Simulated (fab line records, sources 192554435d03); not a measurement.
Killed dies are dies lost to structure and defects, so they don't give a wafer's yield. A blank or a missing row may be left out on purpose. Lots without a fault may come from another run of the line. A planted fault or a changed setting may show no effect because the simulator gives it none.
fab line records | flow n5_finfet
record lots=7 wafers=39
route steps=1938 shown WELL_APT@31 FIN_CUT@176 HKMG_FIN@421 MOL_CONTACT_COAG@608 BEOL_M1@824 BEOL_M2@883 BEOL_M4@1086 BEOL_M5@1160 BEOL_M9@1419 BEOL_M11@1552 BEOL_M12@1602 BEOL_M15@1809 TV_OPEN@1890 PASSIVATION@1936
start_h: hours from the record's first day to the start of the lot's first wafer shown | wait_h: hours since the lot's step before | " the same as in the row above | L1.1+2: a row that stands for several wafers | - no value, or no start given | * or withheld: withheld | < > ~ a bound
route shown NAME@n: a module of which the file shows steps, and the number in the route of the first | usual: mean/standard deviation of fault-free wafers | same: alike in all rows | chamber/n: place in a boat | sites: the reading at each site | _std_site: their standard deviation | _edge_site: outer sites' mean less inner sites' | radius_mm: how far each site lies from the wafer's centre | mask NAME#n: copy n | behind: the tool/chamber that last shaped the wafer | hold: why the lot was held/for how many hours/how that ended | device: the transistor (n, p or np) that didn't switch | end of line: the same wafers' tests at the end of the route | a step without rows: its recipe alone | killed: dies lost to structure and defects at the first sort, not the wafer's yield | map: a wafer's dies, x killed, . not, _ none there
set.NAME: the setting as run; set.NAME@STEP: as run at that earlier step | model.NAME: the simulator's own value behind a step, which no gauge read
lots whose settings were changed on purpose; a table a step, a row a wafer
## steps
# step N5_WELL_APT_DESCUM_13
# recipe chemistry=O2 time_s=7.9 source_power_w=50 bias_power_w=20 pressure_mtorr=20 rf_frequency_hz=2.712e+07 temp_c=40 o2_flow_sccm=225
# step N5_FIN_CUT_CUT_ETCH_15
# recipe chemistry=HBr/Cl2/O2 target=Si target_depth_a=1000 bt_time_s=10 mask_material=SOC time_s=42.4 ion_energy_ev=* bias_w=* pressure_mtorr=10 icp_w=800 HBr_flow_sccm=150 Cl2_flow_sccm=80 O2_flow_sccm=12
# step N5_HKMG_FIN_PWFM_ALD_03
# recipe material=TiN target_thk_a=20 temp_c=400 ald_precursor_family=TiCl4 ald_co_reactant=NH3 pulse_time_s=1 purge_time_s=3 co_reactant_purge_time_s=2 co_reactant_pulse_time_s=2 ald_cycles=91 pressure_torr=3
# step N5_MOL_CONTACT_COAG_ALD_133
# recipe material=SiO2 target_thk_a=50 temp_c=100 ald_precursor_family=BDEAS ald_co_reactant=O2-plasma pulse_time_s=1 co_reactant_pulse_time_s=1 purge_time_s=2 co_reactant_purge_time_s=2 ald_cycles=35 pressure_torr=2
# step N5_BEOL_M1_SPUTTER_90
# recipe material=Cu target_thk_a=45 temp_c=-20 chamber_pressure_pa=0.07 power_w=withheld time_s=8.29
# step N5_BEOL_M2_ETCHBACK_99
# recipe chemistry=CHF3 target=SiO2 target_depth_a=50 time_s=10.4 source_w=215 bias_w=47 Ar_flow_sccm=200 CHF3_flow_sccm=12 ion_energy_ev=100 pressure_mtorr=30
# step N5_BEOL_M4_SPUTTER_79
# step N5_BEOL_M5_TRENCH_ETCH_37
# recipe chemistry=C4F6/O2 target_depth_a=716.52 target=SiCOH_lowk time_s=24.7 ion_energy_ev=250 pressure_mtorr=30 source_w=345 bias_w=185 Ar_flow_sccm=300 C4F6_flow_sccm=10 O2_flow_sccm=10
# step N5_BEOL_M9_ETCH_62
# recipe chemistry=N2/H2 target=SOC target_depth_a=1100 overetch_a=220 mask_material=SiARC temp_c=40 time_s=165 ion_energy_ev=200 pressure_mtorr=30 source_w=840 bias_w=150 n2_flow_sccm=200 h2_flow_sccm=200
# step N5_BEOL_M11_DESCUM_16
# recipe chemistry=O2 time_s=7.9 source_power_w=50 bias_power_w=20 pressure_mtorr=20 rf_frequency_hz=2.712e+07 temp_c=40 resist=CAR-ArF o2_flow_sccm=225
# step N5_BEOL_M12_ILD_DEP_00
# recipe material=SiOC target_thk_a=6589.2 temp_c=350 precursor=DEMS/O2 pressure_torr=5 rf_w=500 time_s=130.7
# step N5_BEOL_M15_TRENCH_ETCH_34
# recipe chemistry=C4F8/O2/Ar target=SiO2 target_depth_a=8729.3 he_inner_torr=15 he_outer_torr=30 time_s=199 ion_energy_ev=800 pressure_mtorr=20 source_w=1905 bias_w=2040 Ar_flow_sccm=400 C4F8_flow_sccm=16 O2_flow_sccm=12
# step N5_PASSIVATION_ETCH_15
# recipe chemistry=CF4/N2 target=SiCN target_depth_a=750 taper_deg=2 time_s=81.2 ion_energy_ev=150 mask_material=SiNx pressure_mtorr=40 source_w=430 bias_w=70 Ar_flow_sccm=100 cf4_flow_sccm=60 n2_flow_sccm=60
# step N5_PASSIVATION_PROBE_49
# usual killed_at_contacts=13/5.5
# columns lot.wafer tool chamber start_h wait_h set.time_s@WELL_APT_DESCUM_13 set.time_s@FIN_CUT_CUT_ETCH_15 set.co_reactant_pulse_time_s@HKMG_FIN_PWFM_ALD_03 set.ald_cycles@MOL_CONTACT_COAG_ALD_133 set.target_thk_a@BEOL_M1_SPUTTER_90 set.time_s@BEOL_M2_ETCHBACK_99 set.target_thk_a@BEOL_M4_SPUTTER_79 set.target_depth_a@BEOL_M5_TRENCH_ETCH_37 set.time_s@BEOL_M9_ETCH_62 set.time_s@BEOL_M11_DESCUM_16 set.target_thk_a@BEOL_M12_ILD_DEP_00 set.time_s@BEOL_M15_TRENCH_ETCH_34 set.target_depth_a@PASSIVATION_ETCH_15 killed_at_contacts
L074.1 prober-01 - 273.48 0.0 5.714 42.4 2 35 65.85 10.4 45 1146 165 7.9 3285 114.5 489.6 12
L074.2 prober-01 - 273.53 0.1 5.714 42.4 3.059 17 45 10.4 45 716.52 165 7.9 6589.2 199 489.6 1087
L074.3 prober-01 - 273.58 0.1 7.9 42.4 2 17 65.85 4.817 64.25 716.52 165 7.9 3285 114.5 750 1111
L074.4 prober-01 - 273.63 0.2 5.714 42.4 2 17 45 4.817 45 1146 165 10.26 6589.2 199 489.6 1096
L074.5 prober-01 - 273.68 0.2 7.9 42.4 3.059 35 45 4.817 64.25 716.52 165 10.26 6589.2 114.5 750 14
L074.6 prober-01 - 273.73 0.3 7.9 42.4 3.059 35 65.85 10.4 64.25 1146 165 10.26 3285 199 750 25
L084.1 prober-02 - 335.61 0.0 9.427 21.73 2 35 53.81 12.08 45 716.52 165 9.832 6589.2 267.9 915.8 25
L084.2 prober-02 - 335.66 0.1 7.9 42.4 2 35 45 12.08 45 418 165 9.832 6589.2 199 750 17
L084.3 prober-02 - 335.71 0.1 7.9 21.73 3.069 35 45 10.4 45 418 165 9.832 6589.2 267.9 915.8 18
L084.4 prober-02 - 335.76 0.2 9.427 42.4 2 35 45 10.4 45 716.52 165 7.9 6589.2 199 750 11
L084.5 prober-02 - 335.81 0.2 9.427 21.73 3.069 35 53.81 12.08 45 418 165 7.9 6589.2 199 915.8 7
L084.6 prober-02 - 335.86 0.3 7.9 42.4 3.069 35 53.81 10.4 45 716.52 165 7.9 6589.2 267.9 750 21
L083.1 prober-02 - 338.61 0.0 3.346 42.4 2.721 35 45 10.4 36.32 716.52 165 7.9 6589.2 199 750 9
L083.2 prober-02 - 338.66 0.1 3.346 42.4 2 35 21.92 12.48 45 716.52 261.5 7.9 4708 299.5 750 4
L083.3 prober-02 - 338.71 0.1 3.346 54.52 2.721 43 45 12.48 45 879.8 165 12.34 6589.2 299.5 750 175
L083.4 prober-02 - 338.76 0.2 7.9 54.52 2.721 43 21.92 10.4 45 879.8 261.5 7.9 6589.2 199 750 153
L083.5 prober-02 - 338.81 0.2 7.9 42.4 2 43 45 12.48 36.32 716.52 261.5 12.34 4708 299.5 750 187
L083.6 prober-02 - 338.86 0.3 7.9 54.52 2 35 21.92 10.4 36.32 879.8 165 12.34 4708 199 750 14
L085.1 prober-01 - 360.47 0.9 7.9 42.4 2 22 45 5.978 45 716.52 165 7.9 2991 199 750 1050
L085.2 prober-01 - 360.52 1.0 7.9 32.13 2.85 35 45 5.978 45 909.9 129.1 7.9 6589.2 199 750 10
L085.3 prober-01 - 360.57 1.0 10.51 32.13 2 22 45 10.4 45 909.9 129.1 7.9 2991 259.7 750 1087
L085.4 prober-01 - 360.62 1.1 10.51 32.13 2 35 45 5.978 45 716.52 165 7.9 2991 259.7 750 15
L085.5 prober-01 - 360.67 1.1 7.9 42.4 2.85 22 45 10.4 45 716.52 129.1 7.9 6589.2 259.7 750 1033
L085.6 prober-01 - 360.72 1.2 10.51 42.4 2.85 35 45 10.4 45 909.9 165 7.9 6589.2 199 750 13
L087.1 prober-01 - 376.01 0.0 9.485 53.53 2 35 45 10.4 45 716.52 77.41 7.9 3346 244.7 750 13
L087.2 prober-01 - 376.06 0.1 9.485 53.53 2 35 45 7.155 45 716.52 77.41 7.9 6589.2 199 351.6 5
L087.3 prober-01 - 376.11 0.1 7.9 42.4 2.307 35 45 7.155 45 716.52 165 3.39 6589.2 244.7 750 11
L087.4 prober-01 - 376.16 0.2 7.9 42.4 2 35 45 7.155 45 529.8 165 3.39 3346 199 750 7
L087.5 prober-01 - 376.21 0.2 9.485 42.4 2.307 35 45 10.4 45 529.8 77.41 3.39 3346 199 351.6 8
L087.6 prober-01 - 376.26 0.3 7.9 53.53 2.307 35 45 10.4 45 529.8 165 7.9 6589.2 244.7 351.6 13
L090.2 prober-02 - 376.33 0.1 7.9 42.4 2 35 45 10.4 45 716.52 165 7.9 6589.2 199 750 10
L090.3 prober-02 - 376.38 0.1 7.9 42.4 2 35 45 10.4 45 716.52 165 7.9 6589.2 199 750 10
L090.5 prober-02 - 376.48 0.2 7.9 42.4 2 35 45 10.4 45 716.52 165 7.9 6589.2 199 750 12
L094.1 prober-01 - 407.30 0.0 7.9 42.4 1.36 35 45 10.4 45 716.52 165 7.9 6589.2 199 873.3 7
L094.2 prober-01 - 407.35 0.1 7.9 42.4 1.36 19 45 14.13 20.63 1026 165 7.9 6589.2 135.9 750 1099
L094.3 prober-01 - 407.40 0.1 7.9 26.45 2 19 45 14.13 45 716.52 165 4.621 6589.2 135.9 873.3 1136
L094.4 prober-01 - 407.45 0.2 6.3 26.45 2 35 45 10.4 45 1026 165 7.9 6589.2 199 750 13
L094.5 prober-01 - 407.50 0.2 6.3 42.4 2 35 45 14.13 20.63 1026 165 4.621 6589.2 199 873.3 18
L094.6 prober-01 - 407.55 0.3 6.3 26.45 1.36 19 45 10.4 20.63 716.52 165 4.621 6589.2 135.9 750 1101
# killed by level:class
L074.1 BEOL_M5:area_etch=674 TV_OPEN:area_etch=373 BEOL_M12:area_dep=34 STI_FIN_REVEAL:geometric_particle:open=13 FIN_SAQP:geometric_particle:open=8 BEOL_M15:area_ecd=8 MOL_CONTACT_COAG:geometric_particle:open=7 BEOL_M2:geometric_particle:open=7
L074.2 MOL_CONTACT_COAG:area_ald=1072 BEOL_M0_SAQP:geometric_particle:open=15 MOL_CONTACT_COAG:geometric_particle:open=12 STI_FIN_REVEAL:geometric_particle:open=11 BEOL_M3:geometric_particle:open=8 FIN_SAQP:geometric_particle:open=5 BEOL_M0_SAQP:geometric_particle:short=4 PASS1_CAP:geometric_particle:open=4
L074.3 MOL_CONTACT_COAG:area_ald=1091 STI_FIN_REVEAL:geometric_particle:open=18 MOL_CONTACT_COAG:geometric_particle:open=15 FIN_SAQP:geometric_particle:open=5 MOL_CONTACT_COAG:geometric_particle:short=5 BEOL_M0_SAQP:geometric_particle:short=5 BEOL_M0_SAQP:geometric_particle:open=4 BEOL_M0:geometric_particle:open=4
L074.4 MOL_CONTACT_COAG:area_ald=1084 STI_FIN_REVEAL:geometric_particle:open=23 BEOL_M2:geometric_particle:open=7 FIN_SAQP:geometric_particle:open=6 BEOL_M0_SAQP:geometric_particle:short=6 MOL_CONTACT_COAG:geometric_particle:open=6 MOL_CONTACT_COAG:geometric_particle:short=6 BEOL_M0:geometric_particle:open=5
L074.5 BEOL_M2:area_etchback=1056 STI_FIN_REVEAL:geometric_particle:open=19 MOL_CONTACT_COAG:geometric_particle:open=13 FIN_SAQP:geometric_particle:short=10 BEOL_M0_SAQP:geometric_particle:short=9 BEOL_M0_SAQP:geometric_particle:open=9 FIN_SAQP:geometric_particle:open=8 BEOL_M2:geometric_particle:open=7
L074.6 BEOL_M5:area_etch=571 BEOL_M12:area_dep=55 MOL_CONTACT_COAG:geometric_particle:open=19 BEOL_M0_SAQP:geometric_particle:short=11 FIN_SAQP:geometric_particle:open=8 BEOL_M4:geometric_particle:open=7 MOL_CONTACT_COAG:geometric_particle:short=6 BEOL_M0_SAQP:geometric_particle:open=5
L084.1 MOL_CONTACT_COAG:geometric_particle:open=19 BEOL_M1:geometric_particle:open=14 BEOL_M0_SAQP:geometric_particle:open=7 MOL_CONTACT_COAG:geometric_particle:short=6 STARTING-WAFER:geometric_particle:open=6 STI_FIN_REVEAL:geometric_particle:open=5 BEOL_M4:geometric_particle:open=5 BEOL_M5:geometric_particle:open=5
L084.2 BEOL_M5:area_ecd=236 MOL_CONTACT_COAG:geometric_particle:open=14 BEOL_M2:geometric_particle:open=11 BEOL_M4:geometric_particle:open=10 FIN_SAQP:geometric_particle:open=8 GATE_CUT:geometric_particle:open=7 BEOL_M3:geometric_particle:open=7 DUMMY_GATE:geometric_particle:open=6
L084.3 BEOL_M5:area_ecd=101 MOL_CONTACT_COAG:geometric_particle:open=14 BEOL_M0_SAQP:geometric_particle:open=10 STI_FIN_REVEAL:geometric_particle:open=9 BEOL_M0_SAQP:geometric_particle:short=9 BEOL_M4:geometric_particle:open=8 HKMG_FIN:area_etch=8 FIN_SAQP:geometric_particle:short=6
L084.4 FIN_SAQP:geometric_particle:open=10 MOL_CONTACT_COAG:geometric_particle:open=9 STI_FIN_REVEAL:geometric_particle:open=8 GATE_CUT:geometric_particle:short=7 BEOL_M1:geometric_particle:open=6 BEOL_M3:geometric_particle:open=6 FIN_SAQP:geometric_particle:short=5 BEOL_M4:geometric_particle:open=5
L084.5 BEOL_M5:area_ecd=99 STI_FIN_REVEAL:geometric_particle:open=19 BEOL_M4:geometric_particle:open=13 FIN_SAQP:geometric_particle:open=12 BEOL_M0_SAQP:geometric_particle:short=12 BEOL_M0_SAQP:geometric_particle:open=12 BEOL_M1:geometric_particle:open=12 BEOL_M3:geometric_particle:open=8
L084.6 MOL_CONTACT_COAG:geometric_particle:open=15 BEOL_M3:geometric_particle:open=11 STI_FIN_REVEAL:geometric_particle:open=8 BEOL_M4:geometric_particle:open=8 BEOL_M0_SAQP:geometric_particle:short=7 FIN_SAQP:geometric_particle:open=6 GATE_CUT:geometric_particle:short=6 MOL_CONTACT_COAG:geometric_particle:short=6
L083.1 BEOL_M1:geometric_particle:open=14 STI_FIN_REVEAL:geometric_particle:open=9 BEOL_M0_SAQP:geometric_particle:short=7 BEOL_M4:geometric_particle:open=7 STARTING-WAFER:geometric_particle:short=7 BEOL_M2:geometric_particle:open=6 BEOL_M0_SAQP:geometric_particle:open=5 MOL_CONTACT_COAG:geometric_particle:open=5
L083.2 FIN_SAQP:geometric_particle:open=8 FIN_SAQP:geometric_particle:short=8 BEOL_M0_SAQP:geometric_particle:open=8 BEOL_M1:geometric_particle:open=8 STI_FIN_REVEAL:geometric_particle:open=6 BEOL_M0_SAQP:geometric_particle:short=6 HKMG_FIN:area_etch=5 BEOL_M5:geometric_particle:open=4
L083.3 MOL_CONTACT_COAG:area_ald=160 MOL_CONTACT_COAG:geometric_particle:open=12 BEOL_M0_SAQP:geometric_particle:short=9 BEOL_M3:geometric_particle:open=8 BEOL_M0_SAQP:geometric_particle:open=8 DUMMY_GATE:geometric_particle:open=7 BEOL_M1:geometric_particle:open=6 BEOL_M2:geometric_particle:open=6
L083.4 MOL_CONTACT_COAG:area_ald=148 BEOL_M0_SAQP:geometric_particle:open=15 STI_FIN_REVEAL:geometric_particle:open=8 BEOL_M4:geometric_particle:open=8 BEOL_M2:geometric_particle:open=8 FIN_SAQP:geometric_particle:open=6 BEOL_M0_SAQP:geometric_particle:short=6 BEOL_M3:geometric_particle:open=6
L083.5 MOL_CONTACT_COAG:area_ald=176 BEOL_M0_SAQP:geometric_particle:open=13 STI_FIN_REVEAL:geometric_particle:open=11 BEOL_M2:geometric_particle:open=11 MOL_CONTACT_COAG:geometric_particle:open=9 FIN_SAQP:geometric_particle:short=8 BEOL_M4:geometric_particle:open=8 FIN_SAQP:geometric_particle:open=7
L083.6 BEOL_M0_SAQP:geometric_particle:open=15 BEOL_M0_SAQP:geometric_particle:short=13 FIN_SAQP:geometric_particle:open=10 MOL_CONTACT_COAG:geometric_particle:open=9 DUMMY_GATE:geometric_particle:open=7 BEOL_M1:geometric_particle:open=7 FIN_SAQP:geometric_particle:short=5 MOL_CONTACT_COAG:geometric_particle:short=5
L085.1 MOL_CONTACT_COAG:area_ald=1035 BEOL_M12:area_dep=25 FIN_SAQP:geometric_particle:open=13 MOL_CONTACT_COAG:geometric_particle:open=11 BEOL_M1:geometric_particle:open=9 BEOL_M0_SAQP:geometric_particle:short=8 BEOL_M0_SAQP:geometric_particle:open=8 BEOL_M2:geometric_particle:open=8
L085.2 BEOL_M9:area_etch=45 BEOL_M1:geometric_particle:open=15 FIN_SAQP:geometric_particle:open=8 BEOL_M4:geometric_particle:open=7 BEOL_M4:geometric_particle:short=7 MOL_CONTACT_COAG:geometric_particle:open=7 BEOL_M2:geometric_particle:open=6 BEOL_M3:geometric_particle:open=5
L085.3 MOL_CONTACT_COAG:area_ald=1067 BEOL_M12:area_dep=17 MOL_CONTACT_COAG:geometric_particle:open=16 FIN_SAQP:geometric_particle:open=8 BEOL_M0_SAQP:geometric_particle:open=8 BEOL_M1:geometric_particle:open=8 BEOL_M0_SAQP:geometric_particle:short=7 STARTING-WAFER:geometric_particle:open=5
L085.4 BEOL_M12:area_dep=1068 MOL_CONTACT_COAG:geometric_particle:open=10 BEOL_M4:geometric_particle:open=10 FIN_SAQP:geometric_particle:open=9 BEOL_M3:geometric_particle:open=7 GATE_CUT:geometric_particle:open=4 GATE_CUT:geometric_particle:short=4 BEOL_M2:geometric_particle:open=4
L085.5 MOL_CONTACT_COAG:area_ald=1018 BEOL_M2:geometric_particle:open=12 FIN_SAQP:geometric_particle:open=10 STI_FIN_REVEAL:geometric_particle:open=10 MOL_CONTACT_COAG:geometric_particle:open=10 BEOL_M3:geometric_particle:open=9 HKMG_FIN:area_etch=8 BEOL_M4:geometric_particle:open=6
L085.6 MOL_CONTACT_COAG:geometric_particle:open=12 BEOL_M2:geometric_particle:open=10 STI_FIN_REVEAL:geometric_particle:open=7 BEOL_M3:geometric_particle:open=5 BEOL_M0_SAQP:geometric_particle:short=4 BEOL_M0_SAQP:geometric_particle:open=3 BEOL_M3:geometric_particle:short=3 BEOL_M4:geometric_particle:open=3
L087.1 BEOL_M9:area_etch=1092 FIN_SAQP:geometric_particle:open=17 MOL_CONTACT_COAG:geometric_particle:open=9 BEOL_M0_SAQP:geometric_particle:short=7 BEOL_M0_SAQP:geometric_particle:open=7 FIN_SAQP:geometric_particle:short=4 GATE_CUT:geometric_particle:short=4 MOL_CONTACT_COAG:geometric_particle:short=4
L087.2 BEOL_M9:area_etch=1117 FIN_SAQP:geometric_particle:open=13 FIN_SAQP:geometric_particle:short=7 STARTING-WAFER:geometric_particle:open=6 MOL_CONTACT_COAG:geometric_particle:open=5 BEOL_M2:geometric_particle:open=3 STARTING-WAFER:geometric_particle:short=3 GATE_CUT:geometric_particle:open=2
L087.3 FIN_SAQP:geometric_particle:open=19 MOL_CONTACT_COAG:geometric_particle:open=10 GATE_CUT:geometric_particle:short=8 BEOL_M2:geometric_particle:open=7 HKMG_FIN:area_etch=6 FIN_SAQP:geometric_particle:short=5 BEOL_M4:geometric_particle:open=5 STI_FIN_REVEAL:geometric_particle:open=4
L087.4 BEOL_M12:area_dep=53 FIN_SAQP:geometric_particle:open=13 BEOL_M3:geometric_particle:short=9 FIN_SAQP:geometric_particle:short=8 BEOL_M5:area_ecd=8 GATE_CUT:geometric_particle:short=7 DUMMY_GATE:geometric_particle:open=5 MOL_CONTACT_COAG:geometric_particle:open=5
L087.5 BEOL_M9:area_etch=1092 FIN_SAQP:geometric_particle:open=16 FIN_SAQP:geometric_particle:short=10 MOL_CONTACT_COAG:geometric_particle:open=7 BEOL_M2:geometric_particle:open=5 BEOL_M3:geometric_particle:open=4 FIN_CUT:geometric_particle:open=3 SPACER0:geometric_particle:short=3
L087.6 TV_OPEN:area_etch=1082 FIN_SAQP:geometric_particle:open=18 MOL_CONTACT_COAG:geometric_particle:open=9 FIN_SAQP:geometric_particle:short=7 GATE_CUT:geometric_particle:short=6 GATE_CUT:geometric_particle:open=5 BEOL_M3:geometric_particle:short=5 FIN_CUT:geometric_particle:open=4
L090.2 MOL_CONTACT_COAG:geometric_particle:open=8 BEOL_M4:geometric_particle:open=8 DUMMY_GATE:geometric_particle:open=7 BEOL_M0_SAQP:geometric_particle:short=7 FIN_SAQP:geometric_particle:open=6 STI_FIN_REVEAL:geometric_particle:open=6 GATE_CUT:geometric_particle:short=6 BEOL_M0_SAQP:geometric_particle:open=6
L090.3 BEOL_M0_SAQP:geometric_particle:short=15 BEOL_M0_SAQP:geometric_particle:open=14 MOL_CONTACT_COAG:geometric_particle:open=7 BEOL_M3:geometric_particle:short=7 FIN_SAQP:geometric_particle:open=6 FIN_SAQP:geometric_particle:short=5 STI_FIN_REVEAL:geometric_particle:open=5 BEOL_M5:geometric_particle:open=4
L090.5 MOL_CONTACT_COAG:geometric_particle:open=10 BEOL_M0_SAQP:geometric_particle:short=10 BEOL_M0_SAQP:geometric_particle:open=10 STI_FIN_REVEAL:geometric_particle:open=8 HKMG_FIN:area_etch=7 FIN_SAQP:geometric_particle:open=6 BEOL_M1:geometric_particle:open=5 BEOL_M5:geometric_particle:open=5
L094.1 FIN_SAQP:geometric_particle:open=7 STI_FIN_REVEAL:geometric_particle:open=7 BEOL_M0_SAQP:geometric_particle:open=6 FIN_SAQP:geometric_particle:short=5 MOL_CONTACT_COAG:geometric_particle:open=5 BEOL_M1:geometric_particle:open=5 BEOL_M4:geometric_particle:open=3 STARTING-WAFER:geometric_particle:open=3
L094.2 MOL_CONTACT_COAG:area_ald=1081 MOL_CONTACT_COAG:geometric_particle:open=12 BEOL_M0_SAQP:geometric_particle:short=10 BEOL_M2:geometric_particle:open=7 STI_FIN_REVEAL:geometric_particle:open=6 MOL_CONTACT_COAG:geometric_particle:short=6 BEOL_M1:geometric_particle:open=5 BEOL_M0_SAQP:geometric_particle:open=5
L094.3 MOL_CONTACT_COAG:area_ald=1123 BEOL_M3:geometric_particle:open=10 MOL_CONTACT_COAG:geometric_particle:open=8 STI_FIN_REVEAL:geometric_particle:open=4 MOL_CONTACT_COAG:geometric_particle:short=4 BEOL_M2:geometric_particle:open=4 DUMMY_GATE:geometric_particle:open=3 BEOL_M0_SAQP:geometric_particle:open=3
L094.4 MOL_CONTACT_COAG:geometric_particle:open=11 BEOL_M1:geometric_particle:open=9 FIN_SAQP:geometric_particle:open=5 BEOL_M3:geometric_particle:open=5 FIN_SAQP:geometric_particle:short=3 STI_FIN_REVEAL:geometric_particle:short=3 STI_FIN_REVEAL:geometric_particle:open=3 DUMMY_GATE:geometric_particle:open=3
L094.5 STI_FIN_REVEAL:geometric_particle:open=18 MOL_CONTACT_COAG:geometric_particle:open=16 FIN_SAQP:geometric_particle:short=8 BEOL_M4:geometric_particle:open=6 BEOL_M1:geometric_particle:open=5 DUMMY_GATE:geometric_particle:open=4 BEOL_M0:geometric_particle:open=4 DUMMY_GATE:geometric_particle:short=2
L094.6 MOL_CONTACT_COAG:area_ald=1082 STI_FIN_REVEAL:geometric_particle:open=19 MOL_CONTACT_COAG:geometric_particle:open=13 STI_FIN_REVEAL:geometric_particle:short=7 DUMMY_GATE:geometric_particle:open=7 MOL_CONTACT_COAG:geometric_particle:short=5 FIN_SAQP:geometric_particle:short=4 BEOL_M1:geometric_particle:open=4
## key
split step=N5_WELL_APT_DESCUM_13 setting=time_s stated_as=7.9
response none clear
split step=N5_FIN_CUT_CUT_ETCH_15 setting=time_s stated_as=42.4
response none clear
split step=N5_HKMG_FIN_PWFM_ALD_03 setting=co_reactant_pulse_time_s stated_as=2
response none clear
split step=N5_MOL_CONTACT_COAG_ALD_133 setting=ald_cycles stated_as=35
response step=N5_PASSIVATION_PROBE_49 reading=killed_at_contacts slope=-23.4 per=1% together_with=all explained=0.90
split step=N5_BEOL_M1_SPUTTER_90 setting=target_thk_a stated_as=45
response none clear
split step=N5_BEOL_M2_ETCHBACK_99 setting=time_s stated_as=10.4
response none clear
split step=N5_BEOL_M4_SPUTTER_79 setting=target_thk_a stated_as=45
response none clear
split step=N5_BEOL_M5_TRENCH_ETCH_37 setting=target_depth_a stated_as=716.52
response none clear
split step=N5_BEOL_M9_ETCH_62 setting=time_s stated_as=165
response none clear
split step=N5_BEOL_M11_DESCUM_16 setting=time_s stated_as=7.9
response none clear
split step=N5_BEOL_M12_ILD_DEP_00 setting=target_thk_a stated_as=6589.2
response none clear
split step=N5_BEOL_M15_TRENCH_ETCH_34 setting=time_s stated_as=199
response none clear
split step=N5_PASSIVATION_ETCH_15 setting=target_depth_a stated_as=750
response none clear
